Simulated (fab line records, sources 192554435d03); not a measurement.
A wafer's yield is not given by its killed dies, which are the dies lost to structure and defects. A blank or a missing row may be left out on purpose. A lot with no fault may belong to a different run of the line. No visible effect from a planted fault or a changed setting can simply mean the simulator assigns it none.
Which tool is to blame? | flow n5-finfet | 26 wafers from 9 lots sampled at 5 of the route's 1938 steps

## WHAT THE GAUGES READ, wafer by wafer
N5_BEOL_M0_INSPECT_127: inspects for defects (darkfield).
lot  | measured     | on                | raw-defect-count
L325 | day 7 06:02  | defect-inspect-02 | 73 63 64
L327 | day 7 20:04  | defect-inspect-01 | 59 59 65
L330 | day 8 14:38  | defect-inspect-02 | 60 75 3550
L333 | day 9 08:58  | defect-inspect-02 | 66 57 73
L336 | day 10 17:34 | defect-inspect-02 | 44 51 52
L337 | day 10 18:07 | defect-inspect-02 | 59 51
L338 | day 10 22:32 | defect-inspect-02 | 65 115 71
L342 | day 11 14:53 | defect-inspect-01 | 70 76 91
L343 | day 11 22:41 | defect-inspect-01 | 71 31 69

## WHAT TOOL EACH LOT RAN ON (gives the tool, then ch and the chambers of the sampled wafers, and finally the start)
lot  | N5_BEOL_M0_ETCH_128                | N5_BEOL_M0_ETCH_109                | N5_BEOL_M0_SURFACE_TREAT_137 | N5_BEOL_M0_CMP_120
L325 | rie-diel-01 ch 1,3, day 7 02:54    | rie-diel-03 ch 0,2,3, day 7 03:10  | pvd-sputter-01, day 7 03:58  | cmp-03 ch 0,3, day 7 05:25
L327 | rie-diel-01 ch 0,3, day 7 16:26    | rie-diel-01 ch 0,2, day 7 16:42    | pvd-sputter-02, day 7 17:35  | cmp-04 ch 0,1, day 7 19:29
L330 | rie-diel-01 ch 1,2, day 8 10:26    | rie-diel-01 ch 0,1,2, day 8 10:41  | pvd-sputter-01, day 8 12:31  | cmp-04 ch 0,1,2, day 8 14:02
L333 | rie-diel-04 ch 1,3, day 9 05:12    | rie-diel-01 ch 2,3, day 9 05:29    | pvd-sputter-01, day 9 06:19  | cmp-03 ch 0,1,2, day 9 08:28
L336 | rie-diel-04 ch 0,1, day 10 13:20   | rie-diel-01 ch 0,2,3, day 10 13:37 | pvd-sputter-01, day 10 15:48 | cmp-03 ch 1,2, day 10 17:02
L337 | rie-diel-01 ch 1,2, day 10 13:25   | rie-diel-03 ch 0,2, day 10 13:44   | pvd-sputter-01, day 10 15:50 | cmp-02 ch 0,1, day 10 17:37
L338 | rie-diel-04 ch 0,2,3, day 10 18:24 | rie-diel-01 ch 0,1, day 10 18:43   | pvd-sputter-02, day 10 20:18 | cmp-03 ch 0,1, day 10 21:56
L342 | rie-diel-03 ch 0,3, day 11 10:43   | rie-diel-01 ch 0,1,3, day 11 10:58 | pvd-sputter-03, day 11 11:31 | cmp-04 ch 1,2, day 11 14:18
L343 | rie-diel-03 ch 0,3, day 11 18:33   | rie-diel-04 ch 0,1,2, day 11 19:37 | pvd-sputter-01, day 11 21:04 | cmp-03 ch 1,2,3, day 11 22:10
- N5_BEOL_M0_ETCH_128: etches SiCN in CF4/N2, target depth 12 nm, overetch 5.1 nm, time 21.4 s.
- N5_BEOL_M0_ETCH_109: etches SiCN in CH3F/O2, target depth 8 nm, overetch 2.4 nm, time 27.4 s.
- N5_BEOL_M0_SURFACE_TREAT_137
- N5_BEOL_M0_CMP_120: polishes, stops on SiOC, t overpolish 6.9 s.

## THE ANSWER, worked out from the rows above alone
Rule: usual is defined by the lots themselves. The widest of any qualifying gaps counts: lots, ordered by their means at a reading, are off when they make up no more than a third of the lots, leave a main group of 4 or more, and stand apart from it by 3 or more times the standard deviation of that group's means. The tables above print the reading to a certain number of digits; a main group whose means all agree to those digits is not used. A lot without any number at a reading at which 4 lots or more have one is off too. Any other lot the step has rows for is counted as sound.
Off: L330 (N5_BEOL_M0_INSPECT_127, raw-defect-count). The main group: mean 65, standard deviation 11.
A tool fits if, at a process step before that reading, it ran every lot that is off, and no sound lot after the first of them. Those tools and the gauges at N5_BEOL_M0_INSPECT_127 are tried in the same way. Not one of the candidates tried fits.

## WHAT HAD BEEN PUT IN BY THE SIMULATOR
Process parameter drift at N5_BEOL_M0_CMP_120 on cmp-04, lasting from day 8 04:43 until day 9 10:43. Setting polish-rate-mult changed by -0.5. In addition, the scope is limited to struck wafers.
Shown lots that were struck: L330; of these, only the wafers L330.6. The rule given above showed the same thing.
